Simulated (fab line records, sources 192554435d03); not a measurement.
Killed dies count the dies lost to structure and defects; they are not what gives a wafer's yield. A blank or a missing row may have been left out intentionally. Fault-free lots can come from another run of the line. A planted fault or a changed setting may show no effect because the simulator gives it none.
Struck lot and sound lot, side by side | flow n5-finfet | 15 steps out of a route of 1938
Sound: the wafers L579.1, L579.3, L579.5. Struck: wafers L586.5, L586.6. (L586.1 of the same lot was not struck and is left out.) The cause comes at the end.
Order at every step that has rows: each side's tool, ch and its chambers, its first start. Under that, the readings that differ: sound wafers | struck wafers | difference of the means | sigmas: that difference in standard deviations of wafers without a fault.
alike: same words and numbers on both sides, and readings whose means sit less than 2 such deviations apart. not compared: any withheld reading, any reading some wafer has no value for, any bound like >300 that may hide the same value, and any number with overlapping values for which the record gives no deviation.
The two part at a step that has a row with sigmas, a row that says differs or no value, or rows on one side only. Numbers that have no deviation but don't overlap get no sigmas and don't part them. A reading missing from all wafers of one side parts the sides only when that side holds two or more wafers.

first, 2 steps without rows for these wafers: N5_BEOL_M13_TRENCH_ETCH_34 (etches SiOC in C4F8/O2/Ar, target depth 413.47 nm, time 162.6 s); N5_BEOL_M13_STRIP_70 (strips in C4F8/O2/Ar).
N5_BEOL_M13_OCD_MEAS_35:
  struck on ocd-01, day 14 04:22; sound on ocd-02, day 12 02:28
  reading              | sound       | struck  | difference | sigmas
  trench-depth-nm (nm) | 425 416 423 | 400 404 | -19        | -3
then, 4 steps without rows for these wafers: N5_BEOL_M13_STRIP_37 (strips in N2/H2); N5_BEOL_M13_ETCH_38 (etches SiCN in CF4/N2, target depth 67.5 nm, time 71.9 s); N5_BEOL_M13_PRECLEAN_39 (cleans in residue remover, time 60 s); N5_BEOL_M13_SRD_40 (time 30 s, dry time 30 s).
N5_BEOL_M13_DEGAS_41: time 60 s.
  struck on pvd-sputter-03, day 14 05:55; sound on pvd-sputter-03, day 12 03:50
  alike: heater-power-w
then, 1 step without rows for these wafers: N5_BEOL_M13_PRE_CLEAN_42 (time 30 s).
N5_BEOL_M13_SPUTTER_43: material TaN, target thk 15 nm, time 24.19 s.
  struck on pvd-sputter-03, day 14 05:59; sound on pvd-sputter-03, day 12 03:55
  alike: throttle-valve-pct
N5_BEOL_M13_SPUTTER_44: material Ta, target thk 10 nm, time 16.13 s.
  struck on pvd-sputter-03, day 14 06:04; sound on pvd-sputter-03, day 12 03:59
  alike: throttle-valve-pct
N5_BEOL_M13_SPUTTER_45: material Cu, target thk 80 nm, time 13.33 s.
  struck on pvd-sputter-03, day 14 06:09; sound on pvd-sputter-03, day 12 04:04
  alike: throttle-valve-pct
N5_BEOL_M13_ECD_47: material Cu, target thk 936 nm.
  sound on ecd-cu-02 ch 1, day 12 04:11; struck on ecd-cu-02 ch 0,1, day 14 06:16
  reading                                 | sound           | struck    | difference | sigmas
  model.Cu_of_BEOL_M13_ECD_47.thk-nm (nm) | 927.6 942 934.8 | 1203 1195 | +264       |
N5_BEOL_M13_ANNEAL_48: time 90 s.
  sound on rtp-anneal-02 ch 0, day 12 04:22; struck on rtp-anneal-02 ch 0, day 14 06:54
  alike: wafer_temp_C_max
then, 1 step without rows for these wafers: N5_PASSIVATION_PROBE_49.

== WHERE THEY PART ==
Only at N5_BEOL_M13_OCD_MEAS_35, within this record. Later steps at which nothing parts them and some readings are alike: N5_BEOL_M13_DEGAS_41, N5_BEOL_M13_SPUTTER_43, N5_BEOL_M13_SPUTTER_44, N5_BEOL_M13_SPUTTER_45, N5_BEOL_M13_ANNEAL_48.

WHY: what the simulator had put in
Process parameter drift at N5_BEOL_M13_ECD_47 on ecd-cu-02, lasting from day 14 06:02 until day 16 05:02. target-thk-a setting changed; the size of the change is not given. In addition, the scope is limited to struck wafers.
